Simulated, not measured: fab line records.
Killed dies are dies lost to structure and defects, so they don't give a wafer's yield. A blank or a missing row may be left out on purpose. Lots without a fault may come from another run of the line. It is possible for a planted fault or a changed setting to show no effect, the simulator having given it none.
Matching of chambers | flow n5Finfet | N5_GATE_CUT_STRIP_59 on rieDiel-05 has 4 sister chambers
The step strips in N2/H2, time 20 s. 4 wafers are shown with their chamber, then 9 later ones without.

== WAFERS PAIRED WITH THEIR CHAMBERS ==
wafer  | chamber | showerheadPlenumPTorr (Torr)
L083.5 | 2       | 3.55
L086.1 | 1       | 3.58
L086.2 | 3       | 3.46
L086.4 | 0       | 3.14

== WAFERS WITH NO CHAMBER GIVEN ==
wafer  | showerheadPlenumPTorr (Torr)
L091.1 | 3.13
L091.3 | 3.54
L091.4 | 3.58
L093.1 | 3.54
L093.5 | 3.13
L093.6 | 3.57
L096.2 | 3.57
L096.3 | 3.54
L096.4 | 3.13

== EACH ONE'S CHAMBER ==
wafer  | from the rows above     | in truth
L091.1 | 0                       | 0
L091.3 | 2                       | 2
L091.4 | 1                       | 1
L093.1 | 2                       | 2
L093.5 | 0                       | 0
L093.6 | can't be placed: 1 or 2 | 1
L096.2 | can't be placed: 1 or 2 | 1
L096.3 | 2                       | 2
L096.4 | 0                       | 0
Correctly placed: 7 of 9. Unplaceable from these rows: 2, with the true chamber sitting among the candidates in 2. 0 placed wrongly.
How it was worked out, from the rows above alone: a wafer's distance from a chamber is the root of the sum, over the readings, of the square of ((its reading less the chamber's mean) divided by the reading's scatter). If the next closest chamber is less than 2 further off than the closest, the wafer can't be placed; otherwise it belongs to the closest. A chamber's mean is the mean of its shown wafers. The scatter: root of mean squared gap, hidden wafer to nearest shown wafer, with one shown wafer a chamber.
